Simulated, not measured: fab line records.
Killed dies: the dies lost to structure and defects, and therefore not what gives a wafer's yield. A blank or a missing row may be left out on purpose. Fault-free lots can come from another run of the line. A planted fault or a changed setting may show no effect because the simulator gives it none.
Problem report in the 8D (eight disciplines) form, filled by code	flow nand-harc	the parts of the form that need people (team, actions taken, sign-off) are left out

## 1. THE ISSUE
At NHARC_A_ONON_D1_THK_MEAS_11, thk-nm averages 1512 nm over 6 wafers from 2 lots, while fault-free wafers read 999 nm, standard deviation 11. Relative to the usual mean, that is a shift of +47 standard deviations.
The step: measures by ellipsometry.
The first sign was on wafer L961.3 at day 9 13:53, on film-metro-02. Wafers with a number at this step in the record: 42, from 14 lots. Rule for "out" (also "out of limits"): further than 4 standard deviations from the usual mean. The other wafers with a number count as sound.

## 2. WHAT IT IS, AND WHAT IT ISN'T
question	is	is not
which readings at this step	thk-nm	-
which lots	L961, L964	L954, L955, L957, L958, L959, L968, L970, L971, L972, L973, L974, L975
which wafers of those lots	all that have a number	-
read on which gauges	film-metro-01, film-metro-02	-
when	from day 9 13:53	up to then (15 sound wafers); but 21 sound wafers of L968, L970, L971, L972, L973, L974, L975 came after

## 3. THE SUSPECTS, EACH WITH WHAT RULES IT OUT
Counting: a tool at a process step up to the reading stays a suspect if it ran every lot that is out and no sound lot after the first of them.
- the gauge at NHARC_A_ONON_D1_THK_MEAS_11 has been ruled out. 2 gauges (film-metro-01, film-metro-02) read the wafers that are out.
- pecvd-onon-02 at NHARC_A_ONON_D1_DEP_09 (target thk 1000 nm): ruled out as a lasting fault. The sound lots L975 went through it after L961, its earliest lot that is out (day 9 13:29).
Left after counting: nothing in the record.

## 4. THE CAUSE (what the simulator had put in)
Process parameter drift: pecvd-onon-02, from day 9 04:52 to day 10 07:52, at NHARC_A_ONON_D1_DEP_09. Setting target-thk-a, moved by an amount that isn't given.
It was ruled out by counting, in error; the rule expects a fault to strike all lots run on its tool from its start on, and this fault did not.

## 5. SEQUENCE OF EFFECTS, ordered by route
One row per reading whose mean, taken over the struck wafers that have a number, lies over 3 standard deviations from the usual. Only readings for which the record gives a usual standard deviation are gone through. hours: the time from each lot's start at the first step in this table that gives one to its start at this step, as a median over the lots. sigmas: the change in usual standard deviations.
hours	step	reading	usual	on struck wafers	change	sigmas
0	NHARC_A_ONON_D1_THK_MEAS_11	thk-nm	999 nm	1512	+514	+47
288	NHARC_END_SORT_01	killed-at-array	29	675	+646	+59
288	NHARC_END_SORT_01	killed-dies	33	677	+644	+59

## 6. WHAT WOULD HAVE CAUGHT IT SOONER
Counted from the fault's start at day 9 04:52, it took 9 hours until the first out-of-limits reading at a measuring or inspecting step in this record, taken at day 9 13:53.
No tool reading at NHARC_A_ONON_D1_DEP_09 that has a usual standard deviation in the record was out on any struck wafer, so an alarm limit of 4 standard deviations on those readings would not have fired.
